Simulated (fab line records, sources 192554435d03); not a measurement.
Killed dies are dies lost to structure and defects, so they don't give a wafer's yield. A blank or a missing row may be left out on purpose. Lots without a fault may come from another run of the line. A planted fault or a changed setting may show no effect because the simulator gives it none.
Chamber matching | flow n5_finfet | N5_GATE_CUT_SAC_CAP_01 on ald_sin-04: 4 sister chambers
The step material SiNx, target thk 24 nm, pulse time 1 s, ald cycles 480. 4 wafers are shown with their chamber, then 7 later ones without.

WAFERS WITH THEIR CHAMBER
wafer  | chamber | heater_power_w (W)
L082.2 | 1       | 814
L082.6 | 2       | 779
L088.1 | 0       | 828
L088.2 | 3       | 888

WAFERS WITHOUT THEIR CHAMBER
wafer  | heater_power_w (W)
L088.3 | 766
L095.3 | 828
L095.5 | 808
L095.6 | 896
L097.2 | 779
L097.4 | 786
L097.5 | 810

WHICH CHAMBER EACH WENT THROUGH
wafer  | from the rows above | in truth
L088.3 | 2                   | 2
L095.3 | 0                   | 0
L095.5 | 1                   | 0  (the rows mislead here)
L095.6 | 3                   | 3
L097.2 | 2                   | 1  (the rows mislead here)
L097.4 | 2                   | 2
L097.5 | 1                   | 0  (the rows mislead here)
Placed correctly: 4 of 7. Can't be placed from these rows: 0. Placed wrongly: 3.
How it was worked out, from the rows above alone: a wafer's distance from a chamber is the root of the sum, over the readings, of the square of ((its reading less the chamber's mean) divided by the reading's scatter). The wafer belongs to the nearest chamber; if the next one is less than 2 further off, it can't be placed. A chamber's mean is the mean of its shown wafers. The scatter: with one shown wafer a chamber, the root of the mean of the squares of how far each hidden wafer lies from its nearest shown one.
